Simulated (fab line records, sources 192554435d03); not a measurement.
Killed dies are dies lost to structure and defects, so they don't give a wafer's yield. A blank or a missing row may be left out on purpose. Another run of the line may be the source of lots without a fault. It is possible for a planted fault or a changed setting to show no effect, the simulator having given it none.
Which of the tools did it? || flow n5Finfet || 9 lots with 27 wafers sampled at 3 steps, on a route of 1938 steps

== WHAT THE GAUGES READ, wafer by wafer ==
N5_WELL_APT_CD_MEAS_25: target cd 200 nm.
{"lot": "L376", "measured": "day 1 15:12", "on": "cdSem-01", "cdNm (nm)": "198.9 198.0 200.6"}
{"lot": "L377", "measured": "day 1 20:43", "on": "cdSem-03", "cdNm (nm)": "203.0 200.7 200.8"}
{"lot": "L379", "measured": "day 2 09:11", "on": "cdSem-03", "cdNm (nm)": "201.6 200.5 199.3"}
{"lot": "L380", "measured": "day 2 15:14", "on": "cdSem-02", "cdNm (nm)": "200.5 200.6 199.7"}
{"lot": "L385", "measured": "day 3 21:32", "on": "cdSem-02", "cdNm (nm)": "198.8 200.7 202.5"}
{"lot": "L390", "measured": "day 5 02:53", "on": "cdSem-03", "cdNm (nm)": "205.1 206.0 207.2"}
{"lot": "L392", "measured": "day 5 15:26", "on": "cdSem-03", "cdNm (nm)": "208.4 205.7 209.0"}
{"lot": "L395", "measured": "day 6 09:30", "on": "cdSem-01", "cdNm (nm)": "198.8 199.3 196.8"}
{"lot": "L399", "measured": "day 7 08:53", "on": "cdSem-02", "cdNm (nm)": "199.7 200.1 201.9"}

== TOOL THAT RAN EACH LOT (tool first, then ch and the chambers of the sampled wafers, then the start) ==
{"lot": "L376", "N5_ZERO_LAYER_ETCH_17": "rieDiel-03 ch 0,1,3, day 1 12:56", "N5_WELL_APT_PEB_23": "lithoTrack-02 ch 0, day 1 15:05"}
{"lot": "L377", "N5_ZERO_LAYER_ETCH_17": "rieDiel-01 ch 1,2,3, day 1 18:43", "N5_WELL_APT_PEB_23": "lithoTrack-05 ch 0, day 1 20:35"}
{"lot": "L379", "N5_ZERO_LAYER_ETCH_17": "rieDiel-02 ch 1,2,3, day 2 06:53", "N5_WELL_APT_PEB_23": "lithoTrack-03 ch 0, day 2 09:04"}
{"lot": "L380", "N5_ZERO_LAYER_ETCH_17": "rieDiel-03 ch 1,3, day 2 13:08", "N5_WELL_APT_PEB_23": "lithoTrack-03 ch 0, day 2 15:07"}
{"lot": "L385", "N5_ZERO_LAYER_ETCH_17": "rieDiel-01 ch 0,3, day 3 18:43", "N5_WELL_APT_PEB_23": "lithoTrack-02 ch 0, day 3 21:25"}
{"lot": "L390", "N5_ZERO_LAYER_ETCH_17": "rieDiel-02 ch 0,1,3, day 5 00:47", "N5_WELL_APT_PEB_23": "lithoTrack-03 ch 0, day 5 02:46"}
{"lot": "L392", "N5_ZERO_LAYER_ETCH_17": "rieDiel-02 ch 0,2,3, day 5 12:52", "N5_WELL_APT_PEB_23": "lithoTrack-03 ch 0, day 5 15:19"}
{"lot": "L395", "N5_ZERO_LAYER_ETCH_17": "rieDiel-01 ch 0,2,3, day 6 06:50", "N5_WELL_APT_PEB_23": "lithoTrack-05 ch 0, day 6 09:23"}
{"lot": "L399", "N5_ZERO_LAYER_ETCH_17": "rieDiel-03 ch 0,1,3, day 7 06:43", "N5_WELL_APT_PEB_23": "lithoTrack-02 ch 0, day 7 08:46"}
- N5_ZERO_LAYER_ETCH_17: etches SiO2 in CF4, target depth 12 nm, time 13.3 s.
- N5_WELL_APT_PEB_23: peb time 90 s.

== THE ANSWER, worked out from the rows above alone ==
Rule: usual is defined by the lots themselves. The widest of any qualifying gaps counts: lots, ordered by their means at a reading, are off when they make up no more than a third of the lots, leave a main group of 4 or more, and stand apart from it by 3 or more times the standard deviation of that group's means. If all means in a main group match to the digits the tables above print for the reading, that group is not used. Also off: a lot with no number at a reading for which 4 or more lots have one. Any other lot the step has rows for is counted as sound.
Off, at N5_WELL_APT_CD_MEAS_25 on cdNm: L390, L392. Main group: mean 200.1 nm, sd 0.98.
A tool fits if, at a process step before that reading, it ran every lot that is off, and no sound lot after the first of them. The gauges at N5_WELL_APT_CD_MEAS_25 are tried like those tools. Can't be told from this: 3 tools fit, rieDiel-02 at N5_ZERO_LAYER_ETCH_17, lithoTrack-03 at N5_WELL_APT_PEB_23, cdSem-03 at N5_WELL_APT_CD_MEAS_25.

== WHAT THE SIMULATOR HAD INSERTED ==
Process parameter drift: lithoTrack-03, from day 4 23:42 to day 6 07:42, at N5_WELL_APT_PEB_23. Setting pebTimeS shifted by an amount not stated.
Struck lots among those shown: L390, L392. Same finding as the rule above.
